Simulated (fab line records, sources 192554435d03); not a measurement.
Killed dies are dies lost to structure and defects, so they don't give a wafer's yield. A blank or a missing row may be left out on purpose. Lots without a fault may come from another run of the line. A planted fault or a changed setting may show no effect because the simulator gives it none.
Chamber matching | flow n5_finfet | N5_SD_EPI_P_ETCH_36 on rie_diel-03: 4 sister chambers
The step etches SiARC in CF4, target depth 45.5 nm, time 75.8 s. 8 wafers are shown with their chamber, then 7 later ones without.

WAFERS WITH THEIR CHAMBER
wafer  | chamber | drypump_motor_current_A (A) | throttle_valve_pct (%)
L074.1 | 1       | 6.4                         | 15.73
L075.4 | 1       | 6.4                         | 15.73
L075.5 | 3       | 5.8                         | 16.00
L090.4 | 2       | 5.7                         | 15.80
L090.5 | 0       | 5.9                         | 15.64
L090.6 | 3       | 5.9                         | 16.07
L093.1 | 2       | 5.7                         | 15.82
L093.4 | 0       | 5.9                         | 15.66

WAFERS WITHOUT THEIR CHAMBER
wafer  | drypump_motor_current_A (A) | throttle_valve_pct (%)
L093.5 | 5.9                         | 16.09
L094.2 | 5.9                         | 16.07
L094.3 | 5.9                         | 15.66
L094.4 | 5.7                         | 15.84
L095.4 | 5.9                         | 16.07
L095.5 | 5.6                         | 15.83
L095.6 | 6.4                         | 15.77

WHICH CHAMBER EACH WENT THROUGH
wafer  | from the rows above | in truth
L093.5 | 3                   | 3
L094.2 | 3                   | 3
L094.3 | 0                   | 0
L094.4 | 2                   | 2
L095.4 | 3                   | 3
L095.5 | 2                   | 2
L095.6 | 1                   | 1
Placed correctly: 7 of 7. Can't be placed from these rows: 0. Placed wrongly: 0.
How it was worked out, from the rows above alone: a wafer's distance from a chamber is the root of the sum, over the readings, of the square of ((its reading less the chamber's mean) divided by the reading's scatter). The wafer belongs to the nearest chamber; if the next one is less than 2 further off, it can't be placed. A chamber's mean is the mean of its shown wafers. The scatter: the root of (the sum of the squares of (reading less its chamber's mean) over the shown wafers, divided by (wafers less chambers)).
